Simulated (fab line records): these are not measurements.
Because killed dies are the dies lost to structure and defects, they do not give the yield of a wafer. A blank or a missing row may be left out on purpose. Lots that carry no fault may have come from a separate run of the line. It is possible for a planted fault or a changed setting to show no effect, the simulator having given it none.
Comparing a struck lot with a sound one	flow n5-finfet	37 steps out of a route of 1938
Sound: these wafers, L487.1, L487.3, L487.6. Struck: wafer L477.2 (left out: L477.4, a lot-mate that was not struck); the cause follows at the end.
Per side, at each step with rows, come the tool, then ch with its chambers, and then its first start. Under that, the readings that differ: sound wafers	struck wafers	difference of the means	sigmas: that difference in standard deviations of wafers without a fault.
alike: words and numbers the same on both sides, and readings whose means are apart by under 2 such deviations; not compared: readings that were withheld, readings missing a value for some wafer, numbers with overlapping values and no deviation given by the record, and bounds like >300 which may hide the same value.
Wherever a step has rows on one side only, a row that says differs or no value, or a row with sigmas, the two part there. When numbers do not overlap yet have no deviation, they are printed without sigmas and do not part them. A reading missing from all wafers of one side parts the sides only when that side holds two or more wafers.

first, 8 steps without rows for these wafers: N5_BEOL_M2_ECD_50 (material Cu, target thk 300 nm); N5_BEOL_M2_ANNEAL_51 (time 90 s); N5_BEOL_M2_CMP_52 (polishes, stops on SiOC, t overpolish 6.8 s, target thk 40 nm); N5_BEOL_M2_PRE_CLEAN_60 (time 15 s); N5_BEOL_M2_CO_CAP_55 (material Co, precursor CCTBA/H2, target thk 2 nm, time 102.1 s); N5_BEOL_M2_PRE_CLEAN_56 (time 15 s); N5_BEOL_M2_DEP_57 (deposits SiCN from 3MS/NH3, target thk 8 nm, time 14 s); N5_BEOL_M3_ILD_DEP_00 (deposits SiOC from DEMS/O2, target thk 79 nm, time 15.3 s).
N5_BEOL_M3_PECVD_72: deposits SiO2 from TEOS/O2, target thk 16 nm, time 18 s.
  sound on pecvd-01 ch 0,1,2, day 11 21:58; struck on pecvd-02 ch 1, day 9 07:17
reading	sound	struck	difference	sigmas
model.SiO2_of_BEOL_M3_PECVD_72.thk-nm (nm)	15.8 15.6 16	16.4	+0.6	
  alike: heater-power-w, showerhead-plenum-p-Torr, throttle-valve-pct
then, 25 steps without rows for these wafers: N5_BEOL_M3_HM_DEP_02 (deposits TiN, target thk 20 nm); N5_BEOL_M3_COAT_61 (time 60 s, resist thk 60 nm); N5_BEOL_M3_COAT_62 (time 60 s, resist thk 12 nm); N5_BEOL_M3_COAT_73 (time 60 s, resist thk 5 nm); N5_BEOL_M3_COAT_05 (resist thk 30 nm); N5_BEOL_M3_EBR_07; N5_BEOL_M3_SOFTBAKE_06 (time 60 s); N5_BEOL_M3_EXPOSE_08 (exposes mask M3); N5_BEOL_M3_PEB_09 (peb time 60 s); N5_BEOL_M3_DEVELOP_10 (develop time 30 s); N5_BEOL_M3_DESCUM_16 (chemistry O2, time 7 s); N5_BEOL_M3_ETCH_74 (etches underlayer in N2/H2, target depth 6.5 nm, time 5.2 s); N5_BEOL_M3_ETCH_63 (etches SiARC in CF4, target depth 15.6 nm, time 26 s); N5_BEOL_M3_ETCH_64 (etches SOC in N2/H2, target depth 75 nm, overetch 15 nm, time 112.5 s); N5_BEOL_M3_STRIP_65 (strips in N2/H2); N5_BEOL_M3_STRIP_75 (strips in N2/H2); N5_BEOL_M3_STRIP_66 (strips in CF4); N5_BEOL_M3_HM_OPEN_17 (chemistry Cl2/BCl3, target TiN, target depth 20 nm, overetch 6 nm); N5_BEOL_M3_STRIP_19 (strips in O2); N5_BEOL_M3_COAT_67 (time 60 s, resist thk 60 nm); N5_BEOL_M3_COAT_68 (time 60 s, resist thk 12 nm); N5_BEOL_M3_COAT_76 (time 60 s, resist thk 5 nm); N5_BEOL_M3_COAT_22 (resist thk 30 nm); N5_BEOL_M3_EBR_24; N5_BEOL_M3_SOFTBAKE_23 (time 60 s).
N5_BEOL_M3_HM_STRIP_39: strips TiN in peroxide tin strip, target depth 25 nm, time 158 s.
  sound on wet-bench-01 ch 1,4,5, day 12 03:23; struck on wet-bench-06 ch 4, day 9 12:58
reading	sound	struck	difference	sigmas
model.SiO2_of_BEOL_M3_PECVD_72.thk-nm (nm)	15.8 15.6 16	16.4	+0.6	
N5_BEOL_M4_RC_MEAS_101:
  sound on prober-02 ch 0, day 12 20:26; struck on prober-02 ch 0, day 10 04:09
reading	sound	struck	difference	sigmas
DIBL_N (mV/V)	37.2 37.0 37.1	34.4	-2.7	-2
SS_N (mV/dec)	72.1 71.3 71.5	70.5	-1.1	-2
  alike: DIBL_P, IOFF_N, IOFF_P, ION_N, ION_P, SS_P, VT_N, VT_P
next, for these wafers, 1 step has no rows: N5_PASSIVATION_PROBE_49.

## WHERE THEY PART
Only at N5_BEOL_M4_RC_MEAS_101, as far as this record shows.

WHY: the cause the simulator had injected
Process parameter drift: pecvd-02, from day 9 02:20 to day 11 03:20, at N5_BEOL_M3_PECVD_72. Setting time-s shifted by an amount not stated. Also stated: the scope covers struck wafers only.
